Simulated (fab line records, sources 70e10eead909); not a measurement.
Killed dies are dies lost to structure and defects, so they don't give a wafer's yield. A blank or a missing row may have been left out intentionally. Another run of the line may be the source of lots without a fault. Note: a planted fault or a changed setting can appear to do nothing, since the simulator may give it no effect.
Comparing a struck lot with a sound one -- flow nand harc -- 39 steps out of a route of 1302
Sound: the wafers L482.2, L482.4, L482.6. Struck: wafer L491.4. (L491.5, L491.6 of the same lot were not struck and are left out.) The cause comes at the end.
At each step with rows: each side's tool, then ch and its chambers, then its first start. Under that, the readings that differ: sound wafers -- struck wafers -- difference of the means -- sigmas: that difference in standard deviations of wafers without a fault.
alike: a reading whose means differ by less than 2 such deviations, as well as words and numbers matching on both sides. not compared: withheld readings; readings where some wafer has no value; bounds like >300 that might hide an equal value; numbers whose values overlap and for which the record gives no deviation.
A row with sigmas, a row that says differs or no value, or rows on one side alone: a step with any of these is where the two part. Numbers that have no deviation but don't overlap get no sigmas and don't part them. Lack of a reading on every wafer of one side parts them only where that side has two or more wafers.

NHARC_P_M0_CD_MEAS_09 targets a cd of 90 nm.
  sound on cd sem-03 ch 0, day 6 05:38; struck on cd sem-02 ch 0, day 10 02:24
  alike: cd nm
NHARC_P_M0_OVL_MEAS_10: pitch 180 nm.
  struck on overlay-02, day 10 02:29; sound on overlay-01, day 6 05:43
reading,sound,struck,difference,sigmas
overlay x nm (nm),-1.1 -0.7 -1.1,0.9,+1.9,+3
  alike: overlay y nm
NHARC_P_M0_INSPECT_11:
  struck on defect inspect-02, day 10 02:31; sound on defect inspect-01, day 6 05:45
  alike: raw defect count
then, 2 steps without rows for these wafers: NHARC_P_M0_DESCUM_14 (chemistry O2, time 3 s); NHARC_P_M0_ETCH_34 (etches the open film in N2/H2, target depth 40 nm, overetch 12 nm, time 43.94 s).
NHARC_P_M0_ETCH_15: etches the open film in C4F8/Ar, target depth 150 nm, overetch 15 nm, time 82.5 s.
  sound: rie diel-05 ch 2,3; struck: rie diel-05 ch 1
reading,sound,struck,difference,sigmas
oes product au (a.u.),0.977 0.987 0.968,0.935,-0.042,-2
  alike: rf vpp V
  not compared: rf hours counter h
NHARC_P_M0_CD_MEAS_16:
  struck on cd sem-01, day 10 03:01; sound on cd sem-02, day 6 06:07
  alike: cd nm
NHARC_P_M0_STRIP_18: strips in N2/H2.
  sound on rie diel-03 ch 1,2,3, day 6 06:11; struck on rie diel-05 ch 1, day 10 03:10
  alike: drypump motor current A, h2 flow sccm, oes product au, rf vpp V, showerhead plenum p Torr, throttle valve pct
  not compared: rf hours counter h
then, 2 steps without rows for these wafers: NHARC_P_M0_STRIP_19 (strips in post etch residue remover, time 600 s); NHARC_P_M0_DEGAS_28 (time 60 s).
NHARC_P_M0_PRE_CLEAN_29: time 30 s.
  sound on pvd sputter-02; struck on pvd sputter-03
  alike: heater power w
then, 1 step without rows for these wafers: NHARC_P_M0_PVD_20 (deposits TaN, target thk 5 nm, time 8.06 s).
NHARC_P_M0_PVD_21: deposits Cu, target thk 30 nm, time 20.49 s.
  struck on pvd sputter-03, day 10 03:56; sound on pvd sputter-02, day 6 06:59
  alike: throttle valve pct
then, 16 steps without rows for these wafers: NHARC_P_M0_ECD_22 (material Cu, target thk 400 nm); NHARC_P_M0_ANNEAL_30 (time 90 s); NHARC_P_M0_CMP_23 (polishes, t overpolish 20 s, target thk 117.54 nm); NHARC_P_M0_SRD_25; NHARC_P_M0_PRE_CLEAN_31 (time 12 s); NHARC_P_M0_DEP_32 (deposits SiCN, target thk 30 nm); NHARC_P_M1_DEP_00 (deposits SiOC, target thk 182.5 nm); NHARC_P_M1_DEHYDRATE_01 (time 120 s); NHARC_P_M1_HMDS_02 (time 30 s); NHARC_P_M1_COAT_34 (time 65 s); NHARC_P_M1_COAT_03 (resist thk 90 nm); NHARC_P_M1_SOFTBAKE_04 (time 55 s); NHARC_P_M1_EBR_05; NHARC_P_M1_EXPOSE_06 (exposes mask P M1, target cd 130 nm); NHARC_P_M1_PEB_07 (peb time 65 s); NHARC_P_M1_DEVELOP_08 (develop time 35 s).
NHARC_P_M1_CD_MEAS_09 targets a cd of 130 nm.
  sound on cd sem-02 ch 0, day 6 09:33; struck on cd sem-01 ch 0, day 10 06:38
reading,sound,struck,difference,sigmas
cd nm (nm),128.9 128.6 128.9,131.1,+2.3,+5
NHARC_P_M1_OVL_MEAS_10: pitch 260 nm.
  struck on overlay-01, day 10 06:43; sound on overlay-01, day 6 09:38
  alike: overlay x nm, overlay y nm
then, 1 step without rows for these wafers: NHARC_P_M1_DESCUM_14 (chemistry O2, time 3 s).
NHARC_P_M1_ETCH_35: etches the open film in N2/H2, target depth 40 nm, overetch 12 nm, time 43.94 s.
  sound on rie diel-09 ch 0,3, day 6 09:49; struck on rie diel-09 ch 3, day 10 06:53
reading,sound,struck,difference,sigmas
h2 flow sccm (sccm),149.8 149.9 149.3,150.8,+1.1,+2
oes product au (a.u.),0.995 0.982 0.997,1.018,+0.027,+4
  alike: drypump motor current A, rf vpp V, showerhead plenum p Torr, throttle valve pct
  not compared: rf hours counter h
then, 1 step without rows for these wafers: NHARC_P_M1_ETCH_15 (etches the open film in C4F8/Ar, target depth 182.5 nm, time 91.2 s).
NHARC_P_M1_CD_MEAS_16:
  struck on cd sem-02, day 10 07:07; sound on cd sem-03, day 6 10:02
reading,sound,struck,difference,sigmas
cd nm (nm),128.4 127.5 128.2,130.7,+2.7,+4
then, 1 step without rows for these wafers: NHARC_P_M1_STRIP_18 (strips in N2/H2).
NHARC_P_M1_ETCH_28: etches the open film in CF4/N2, target depth 30 nm, time 72.99 s.
  sound: rie diel-02 ch 0,3; struck: rie diel-09 ch 1
  alike: drypump motor current A, oes product au, rf vpp V, showerhead plenum p Torr, throttle valve pct
  not compared: rf hours counter h
then, 1 step without rows for these wafers: NHARC_P_M1_STRIP_19 (strips in post etch residue remover, time 600 s).
-- the record jumps here: 19 days lie between the struck wafers' starts before and after (it left off in module P_M1 and takes up again in module END, whose first step shown is number 1302 of the route) --
NHARC_END_SORT_01:
  sound on prober-01 ch 0, day 25 04:54; struck on prober-02 ch 0, day 28 19:49
reading,sound,struck,difference,sigmas
defect limited yield (%),96 96 96,77,-19,-6
killed at array,23 25 21,79,+56,+2
killed at periphery,3 3 2,75,+72,+29
killed dies,27 30 25,155,+128,+6
  alike: killed at other, killed open, killed short

## WHERE THEY PART
Last at NHARC_END_SORT_01 as far as this record goes, first at NHARC_P_M0_OVL_MEAS_10.

WHY: whatever the simulator had introduced
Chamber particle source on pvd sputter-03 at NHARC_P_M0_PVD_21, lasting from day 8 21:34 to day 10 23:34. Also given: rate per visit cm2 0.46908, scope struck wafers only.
